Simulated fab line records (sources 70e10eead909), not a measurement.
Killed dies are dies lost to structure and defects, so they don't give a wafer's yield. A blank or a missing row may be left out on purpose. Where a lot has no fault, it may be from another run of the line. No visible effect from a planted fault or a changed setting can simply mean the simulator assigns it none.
Chamber matching | flow nand_harc | NHARC_A_WL_FILL_ALD_19 on ald_metal-03: 4 sister chambers
The step deposits TiN, target thk 2 nm, pulse time 3 s, ald cycles 100. 8 wafers are shown with their chamber, then 7 later ones without.

== WAFERS, EACH WITH ITS CHAMBER ==
wafer  | chamber | heater_power_w (W) | precursor_pulse_height_rel
L076.2 | 2       | 1021               | 1.031
L083.5 | 0       | 941                | 1.000
L083.6 | 1       | 1042               | 1.009
L085.2 | 0       | 958                | 1.013
L085.4 | 3       | 1063               | 0.993
L085.6 | 3       | 1057               | 0.990
L085.1 | 1       | 1033               | 0.991
L085.3 | 2       | 1098               | 0.987

== WAFERS MISSING THEIR CHAMBER ==
wafer  | heater_power_w (W) | precursor_pulse_height_rel
L085.5 | 956                | 1.011
L089.1 | 1049               | 0.995
L089.3 | 1103               | 0.975
L089.6 | 1047               | 1.007
L094.2 | 1017               | 1.007
L094.3 | 1086               | 1.011
L094.6 | 1072               | 0.996

== EACH ONE'S CHAMBER ==
wafer  | from the rows above               | in truth
L085.5 | 0                                 | 0
L089.1 | can't be placed: 3 or 1 or 2      | 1
L089.3 | can't be placed: 3 or 2 or 1      | 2
L089.6 | can't be placed: 2 or 1 or 3      | 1
L094.2 | can't be placed: 1 or 2 or 3 or 0 | 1
L094.3 | can't be placed: 2 or 3 or 1      | 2
L094.6 | can't be placed: 3 or 2 or 1      | 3
Correctly placed: 1 of 7. Unplaceable from these rows: 6, with the true chamber sitting among the candidates in 6. Wrongly placed: 0.
How it was worked out, from the rows above alone: a wafer's distance from a chamber is the root of the sum, over the readings, of the square of ((its reading less the chamber's mean) divided by the reading's scatter). The wafer belongs to the nearest chamber; if the next one is less than 2 further off, it can't be placed. Each chamber's mean is taken over the wafers shown for it. The scatter: take each reading less its chamber's mean, square it, sum over the shown wafers, divide by the number of wafers less the number of chambers, and take the root.
